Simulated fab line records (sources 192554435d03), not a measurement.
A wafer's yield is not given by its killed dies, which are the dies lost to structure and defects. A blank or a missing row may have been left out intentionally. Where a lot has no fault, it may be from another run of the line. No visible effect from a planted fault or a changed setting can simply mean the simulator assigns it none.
Split-lot trial	flow n5 finfet	39 wafers read across 7 lots, on a route 1938 steps long

== THE SPLIT ITSELF ==
At N5_SD_EPI_N_ETCH_45 (etches SiOCN in CH3F/O2, target depth 6 nm), the setting target depth a was moved away from the recipe's 60 angstrom on 12 of the 39 wafers read, by -55.6% to +39.8%. For the rest of the wafers, this setting stayed at what the recipe calls for.

The split's own step is where the reading is taken.

== THE READING ==
etch.depth nm (the simulator's own value, which no gauge read), in nm, at N5_SD_EPI_N_ETCH_45 (etches SiOCN in CH3F/O2, target depth 6 nm). The file does not state a usual value for it. The 27 wafers here that ran the recipe average 5.994 nm, standard deviation 0.077 nm.

wafer	tool, chamber at the split	target depth a as run, angstrom	against the recipe	etch.depth nm, nm	against lot-mates on the recipe
L074.1	rie diel-06, 0	81.89	+36.5%	8.065	+2.026
L074.2	rie diel-06, 2	60	recipe	6.014	-
L074.3	rie diel-06, 3	81.89	+36.5%	8.293	+2.254
L074.4	rie diel-06, 1	60	recipe	5.989	-
L074.5	rie diel-06, 3	60	recipe	6.115	-
L074.6	rie diel-06, 0	81.89	+36.5%	8.084	+2.045
L078.1	rie diel-06, 2	72.29	+20.5%	7.114	+1.129
L078.2	rie diel-06, 1	72.29	+20.5%	7.17	+1.185
L078.3	rie diel-06, 3	60	recipe	5.965	-
L078.4	rie diel-06, 3	60	recipe	6.019	-
L078.5	rie diel-06, 1	60	recipe	5.97	-
L078.6	rie diel-06, 2	72.29	+20.5%	7.098	+1.113
L079.1	rie diel-06, 3	60	recipe	6.038	-
L079.2	rie diel-06, 2	60	recipe	5.978	-
L079.3	rie diel-06, 1,3	83.89	+39.8%	8.397	+2.412
L079.5	rie diel-06, 1,3	83.89	+39.8%	8.397	+2.412
L079.4	rie diel-06, 1	83.89	+39.8%	8.399	+2.414
L079.6	rie diel-06, 2	60	recipe	5.938	-
L082.2	rie diel-06, 2	60	recipe	5.906	-
L082.3	rie diel-06, 0	60	recipe	5.956	-
L082.6	rie diel-06, 1	60	recipe	5.909	-
L085.1	rie diel-06, 1	60	recipe	5.89	-
L085.2	rie diel-06, 0	60	recipe	6.077	-
L085.3	rie diel-06, 3	60	recipe	5.991	-
L085.4	rie diel-06, 2	60	recipe	5.882	-
L085.5	rie diel-06, 2	60	recipe	5.878	-
L085.6	rie diel-06, 3	60	recipe	6.021	-
L089.1	rie diel-05, 3	60	recipe	5.967	-
L089.2	rie diel-05, 2	60	recipe	6.119	-
L089.3	rie diel-05, 1	26.62	-55.6%	2.699	-3.371
L089.4	rie diel-05, 0	26.62	-55.6%	2.627	-3.443
L089.5	rie diel-05, 1	60	recipe	6.123	-
L089.6	rie diel-05, 0	26.62	-55.6%	2.641	-3.429
L090.1	rie diel-06, 3	60	recipe	6.052	-
L090.2	rie diel-06, 0	60	recipe	6.138	-
L090.3	rie diel-06, 2	60	recipe	5.91	-
L090.4	rie diel-06, 1	60	recipe	6.013	-
L090.5	rie diel-06, 2	60	recipe	5.903	-
L090.6	rie diel-06, 3	60	recipe	6.072	-
The file does not say which wafer passed through which chamber wherever a row lists several chambers: such a row stands for several wafers.

FIT RESULTS
A straight line over all 39 wafers: etch.depth nm changes by +0.0596 nm for each +1% of target depth a; r = +1.00; the points scatter about the line by 0.078 nm.
The same after taking each lot's own level away (the mean of its wafers on the recipe; 39 wafers): +0.0602 nm for each +1%; r = +1.00; scatter 0.073 nm.
On that fit, the largest move of target depth a shifts the reading by 3.3 nm.
Across the lots, their own levels run from 5.9237 to 6.0697 nm, a range of 1.9 times the standard deviation given above.
The two slopes are in agreement: the lot-to-lot level therefore moves the slope only a little.
Check: with one of the wafers moved furthest among these (-55.6%) left out of the fit, the line predicts -3.36 nm for it against its lot-mates. Against them it came out at -3.37 nm.

== FURTHER SPLITS ON THESE WAFERS ==
Before the reading, these wafers also passed through other splits. Each is held against what the fit with the lots' levels taken away leaves over:
other split on the same wafers	wafers away from the commonest value	r with etch.depth nm (lot level and that fit taken away)
N5_FIN_SAQP_ETCH_65 time s	15	-0.04

== THE FILE'S OWN FIT ==
etch.depth nm changes by +0.0601 nm for each +1% of target depth a, r = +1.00.
